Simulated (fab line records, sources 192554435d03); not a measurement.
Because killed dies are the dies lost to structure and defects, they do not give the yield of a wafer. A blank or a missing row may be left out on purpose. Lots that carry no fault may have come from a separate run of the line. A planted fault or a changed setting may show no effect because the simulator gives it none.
Which of the tools did it?	flow n5_finfet	10 lots with 29 wafers sampled at 5 steps, on a route of 1938 steps

## WHAT EACH GAUGE READ, for each wafer
N5_BEOL_M4_RC_MEAS_101. Usual: DIBL_N 36.3 mV/V, standard deviation 1.6; DIBL_P 36.2 mV/V, standard deviation 2.1; IOFF_N 0.16 nA/um, standard deviation 0.031; IOFF_P 0.21 nA/um, standard deviation 0.034; ION_N 673 uA/um, standard deviation 11; ION_P 461 uA/um, standard deviation 7.4; SS_N 71.6 mV/dec, standard deviation 0.55; SS_P 73.3 mV/dec, standard deviation 0.66; VT_N 251 mV, standard deviation 3.2; VT_P -251 mV, standard deviation 3.5.
lot	measured	on	DIBL_N (mV/V)	DIBL_P (mV/V)	IOFF_N (nA/um)	IOFF_P (nA/um)	ION_N (uA/um)	ION_P (uA/um)	SS_N (mV/dec)	SS_P (mV/dec)	VT_N (mV)	VT_P (mV)	flag
L190	day 7 15:59	prober-02	36.3 36.8 38.4	36.0 36.5 37.9	0.14 0.14 0.17	0.21 0.21 0.25	683 665 676	471 462 464	71.0 71.5 71.2	73.8 73.4 74.0	254 253 250	-254 -253 -251	
L192	day 8 12:02	prober-01	37.1 34.0 35.2	37.1 33.1 35.2	0.18 0.12 0.15	0.21 0.16 0.18	673 648 679	458 447 456	72.1 71.8 72.0	74.2 72.7 73.1	248 254 250	-250 -255 -254	
L193	day 8 17:03	prober-02	36.0 38.8 38.9	35.8 39.2 39.4	0.14 0.20 0.19	0.22 0.28 0.28	661 679 675	460 467 473	72.0 71.9 72.2	73.4 74.3 74.7	255 249 248	-250 -244 -244	
L197	day 9 17:47	prober-01	34.9 35.7	32.9 33.0	0.12 0.14	0.18 0.19	653 677	457 462	71.0 70.8	73.2 72.8	255 251	-252 -253	
L199	day 9 19:12	prober-01	34.6 36.0 35.9	34.2 36.7 36.5	0.14 0.18 0.17	0.17 0.20 0.20	675 683 694	458 469 469	71.9 71.6 72.3	73.1 73.8 74.3	252 249 249	-255 -251 -252	
L204	day 11 16:39	prober-02	36.4 34.2 34.8	34.9 32.6 34.5	0.15 0.12 0.14	0.19 0.16 0.19	674 643 660	457 451 459	71.6 71.2 70.7	72.7 71.4 73.0	248 255 253	-251 -251 -252	
L207	day 11 21:50	prober-01	37.7 37.0 38.1	38.2 36.0 37.4	0.18 0.15 0.19	0.22 0.20 0.23	687 668 676	465 461 464	71.7 72.2 72.0	73.5 73.6 73.1	249 250 250	-252 -255 -248	
L208	day 12 04:56	prober-01	36.5 36.2 35.5	37.0 36.8 34.7	0.16 0.15 0.13	0.20 0.20 0.17	669 665 661	462 460 452	72.3 71.2 71.5	73.6 73.7 73.0	251 251 256	-249 -251 -253	
L211	day 13 07:39	prober-01	34.2 37.2 36.9	32.7 37.0 36.4	0.10 0.15 0.14	0.14 0.19 0.19	656 667 666	455 456 463	70.4 71.2 71.6	71.8 72.6 72.9	257 251 252	-254 -253 -255	
L212	day 13 10:01	prober-01	37.9 39.1 39.1	38.5 41.1 41.7	0.19 0.23 0.25	0.23 0.28 0.29	687 697 708	466 472 478	71.7 73.3 72.5	74.6 74.0 74.3	248 245 243	-249 -248 -248	

## EACH LOT AND THE TOOL THAT RAN IT (in order: tool; ch and the chambers of the sampled wafers; start)
lot	N5_BEOL_M1_DEGAS_44	N5_BEOL_M1_SPUTTER_79	N5_BEOL_M1_ANNEAL_80	N5_BEOL_M1_CMP_52
L190	pvd_sputter-03, day 6 07:44	pvd_sputter-01, day 6 09:20	pvd_sputter-01, day 6 09:25	cmp-01 ch 1,2, day 6 11:40
L192	pvd_sputter-01, day 6 23:51	pvd_sputter-01, day 7 00:37	pvd_sputter-01, day 7 00:42	cmp-04 ch 1,2, day 7 02:41
L193	pvd_sputter-03, day 7 07:30	pvd_sputter-03, day 7 08:31	pvd_sputter-03, day 7 08:36	cmp-02 ch 1,3, day 7 10:33
L197	pvd_sputter-01, day 8 08:25	pvd_sputter-03, day 8 10:21	pvd_sputter-03, day 8 10:26	cmp-04 ch 1,2, day 8 12:25
L199	pvd_sputter-02, day 8 11:16	pvd_sputter-02, day 8 12:10	pvd_sputter-02, day 8 12:15	cmp-04 ch 0,1,3, day 8 14:28
L204	pvd_sputter-03, day 10 11:49	pvd_sputter-02, day 10 12:43	pvd_sputter-02, day 10 12:48	cmp-04 ch 1,2,3, day 10 14:45
L207	pvd_sputter-03, day 10 12:31	pvd_sputter-03, day 10 13:41	pvd_sputter-03, day 10 13:46	cmp-04 ch 0,1,2, day 10 15:47
L208	pvd_sputter-01, day 10 22:09	pvd_sputter-03, day 10 23:02	pvd_sputter-03, day 10 23:07	cmp-04 ch 2,3, day 11 01:07
L211	pvd_sputter-01, day 11 17:32	pvd_sputter-01, day 11 18:23	pvd_sputter-01, day 11 18:28	cmp-02 ch 0,1,3, day 11 20:26
L212	pvd_sputter-01, day 12 03:34	pvd_sputter-01, day 12 04:29	pvd_sputter-01, day 12 04:34	cmp-02 ch 0,2,3, day 12 06:43
- N5_BEOL_M1_DEGAS_44: time 60 s.
- N5_BEOL_M1_SPUTTER_79: material Cu, target thk 4.5 nm, time 8.29 s.
- N5_BEOL_M1_ANNEAL_80: time 240 s.
- N5_BEOL_M1_CMP_52: polishes, stops on SiOC, t overpolish 6.8 s, target thk 40 nm.

## WHAT THE TOOLS THEMSELVES READ (means of the sampled wafers that have a number; where no wafer has one, the mark that the record gives instead)
N5_BEOL_M1_DEGAS_44. Usual: heater_power_w 333 W, standard deviation 24; susceptor_temp_C 249.99 C, standard deviation 0.17.
lot	tool	heater_power_w (W)	susceptor_temp_C (C)	flag
L190	pvd_sputter-03	335	250.01	
L192	pvd_sputter-01	333	249.96	
L193	pvd_sputter-03	348	249.93	
L197	pvd_sputter-01	337	250.11	
L199	pvd_sputter-02	325	249.84	
L204	pvd_sputter-03	331	249.96	
L207	pvd_sputter-03	334	249.95	
L208	pvd_sputter-01	325	249.92	
L211	pvd_sputter-01	341	249.97	
L212	pvd_sputter-01	347	249.99	

N5_BEOL_M1_SPUTTER_79. Usual: susceptor_temp_C -20.01 C, standard deviation 0.11; throttle_valve_pct 29.6 %, standard deviation 1.2.
lot	tool	susceptor_temp_C (C)	throttle_valve_pct (%)	flag
L190	pvd_sputter-01	-20.01	28.8	
L192	pvd_sputter-01	-20.05	29.6	
L193	pvd_sputter-03	-20.05	31.3	
L197	pvd_sputter-03	-20.05	30.4	
L199	pvd_sputter-02	-19.93	28.6	
L204	pvd_sputter-02	-20.02	28.8	
L207	pvd_sputter-03	-19.87	29.7	
L208	pvd_sputter-03	-20.01	31.3	
L211	pvd_sputter-01	-20.03	29.1	
L212	pvd_sputter-01	-20.00	29.6	

N5_BEOL_M1_ANNEAL_80. Usual: heater_power_w 824 W, standard deviation 62; susceptor_temp_C 400.00 C, standard deviation 0.22.
lot	tool	heater_power_w (W)	susceptor_temp_C (C)	flag
L190	pvd_sputter-01	818	400.02	
L192	pvd_sputter-01	836	399.81	
L193	pvd_sputter-03	812	400.07	
L197	pvd_sputter-03	870	399.89	
L199	pvd_sputter-02	776	399.98	
L204	pvd_sputter-02	816	399.93	
L207	pvd_sputter-03	787	399.86	
L208	pvd_sputter-03	814	399.89	
L211	pvd_sputter-01	792	400.01	
L212	pvd_sputter-01	851	400.01	

N5_BEOL_M1_CMP_52. Usual: barrier_field_endpoint_s 24.6 s, standard deviation 0.78; head_pressure_psi 1.0002 psi, standard deviation 0.0023; motor_current_A 6.0 A, standard deviation 0.66; overpolish_run_s 6.799 s, standard deviation 0.0091; time_to_endpoint_s 62 s, standard deviation 3.6.
lot	tool	barrier_field_endpoint_s (s)	head_pressure_psi (psi)	motor_current_A (A)	overpolish_run_s (s)	time_to_endpoint_s (s)	flag
L190	cmp-01	25.2	0.9996	6.8	6.798	62	
L192	cmp-04	24.8	0.9995	5.8	6.800	60	
L193	cmp-02	24.5	0.9995	5.2	6.793	61	
L197	cmp-04	24.8	1.0001	6.1	6.793	62	
L199	cmp-04	24.6	1.0019	6.5	6.797	62	
L204	cmp-04	23.3	1.0006	6.3	6.803	59	
L207	cmp-04	20.2	1.1934	6.3	6.797	57	OFF
L208	cmp-04	20.5	1.1916	6.9	6.799	61	OFF
L211	cmp-02	25.2	1.0010	5.9	6.804	63	
L212	cmp-02	25.0	0.9997	6.0	6.798	62	

## THE ANSWER, worked out from the rows above alone
Rule: a lot is off if the mean of its wafers that have a number lies more than 3 standard deviations from the usual mean. Also off: a lot with no number at a reading for which 4 or more lots have one. All remaining lots with rows at the step are treated as sound. Order of review: gauges by route order, followed by the tools' own readings, for which a lot's mean as printed above is used. The first step at which some lot is off is used, and at that step the reading that is off furthest; a lot without a number counts as furthest.
Off, at N5_BEOL_M1_CMP_52 on head_pressure_psi: L207, L208.
A tool fits if, at that step or a process step before it, it ran every lot that is off, and no sound lot after the first of them. Can't be told from this: 2 tools fit, pvd_sputter-03 at N5_BEOL_M1_SPUTTER_79 and N5_BEOL_M1_ANNEAL_80, cmp-04 at N5_BEOL_M1_CMP_52.

## WHAT THE SIMULATOR HAD INSERTED
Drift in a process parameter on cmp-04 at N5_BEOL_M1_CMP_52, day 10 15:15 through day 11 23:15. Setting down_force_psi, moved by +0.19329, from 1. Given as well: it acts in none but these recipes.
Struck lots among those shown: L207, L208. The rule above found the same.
